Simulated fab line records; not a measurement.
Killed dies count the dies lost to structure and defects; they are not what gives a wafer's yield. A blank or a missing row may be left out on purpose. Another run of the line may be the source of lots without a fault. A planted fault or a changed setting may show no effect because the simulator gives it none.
Chamber matching :: flow n5_finfet :: N5_MOL_CONTACT_COAG_ALD_131 on ald_sin-02: 4 sister chambers
The step deposits SiO2, target thk 5 nm, pulse time 1 s, co reactant pulse time 1 s. 4 wafers are shown with their chamber, then 12 later ones without.

## WAFERS PAIRED WITH THEIR CHAMBERS
wafer: L086.2
chamber: 0
heater_power_w (W): 81

wafer: L090.3
chamber: 3
heater_power_w (W): 72

wafer: L090.5
chamber: 2
heater_power_w (W): 83

wafer: L090.6
chamber: 1
heater_power_w (W): 74

## WAFERS WHOSE CHAMBER IS MISSING
wafer: L094.1
heater_power_w (W): 74

wafer: L094.2
heater_power_w (W): 71

wafer: L094.4
heater_power_w (W): 82

wafer: L095.1
heater_power_w (W): 75

wafer: L095.4
heater_power_w (W): 83

wafer: L095.5
heater_power_w (W): 76

wafer: L096.1
heater_power_w (W): 73

wafer: L096.2
heater_power_w (W): 74

wafer: L096.3
heater_power_w (W): 83

wafer: L097.1
heater_power_w (W): 84

wafer: L097.2
heater_power_w (W): 82

wafer: L097.6
heater_power_w (W): 81

## EACH ONE'S CHAMBER
wafer: L094.1
from the rows above: 1
in truth: 1

wafer: L094.2
from the rows above: 3
in truth: 3

wafer: L094.4
from the rows above: can't be placed: 0 or 2
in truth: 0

wafer: L095.1
from the rows above: 1
in truth: 1

wafer: L095.4
from the rows above: 2
in truth: 2

wafer: L095.5
from the rows above: 1
in truth: 1

wafer: L096.1
from the rows above: can't be placed: 1 or 3
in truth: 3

wafer: L096.2
from the rows above: 1
in truth: 1

wafer: L096.3
from the rows above: 2
in truth: 2

wafer: L097.1
from the rows above: 2
in truth: 2

wafer: L097.2
from the rows above: can't be placed: 0 or 2
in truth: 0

wafer: L097.6
from the rows above: 0
in truth: 0
Correctly placed: 9 of 12. These rows do not allow placing 3 (true chamber among the candidates in 3). Placed wrongly: 0.
How it was worked out, from the rows above alone: a wafer's distance from a chamber is the root of the sum, over the readings, of the square of ((its reading less the chamber's mean) divided by the reading's scatter). If the next closest chamber is less than 2 further off than the closest, the wafer can't be placed; otherwise it belongs to the closest. A chamber's mean is the mean of its shown wafers. The scatter: with one shown wafer a chamber, the root of the mean of the squares of how far each hidden wafer lies from its nearest shown one.
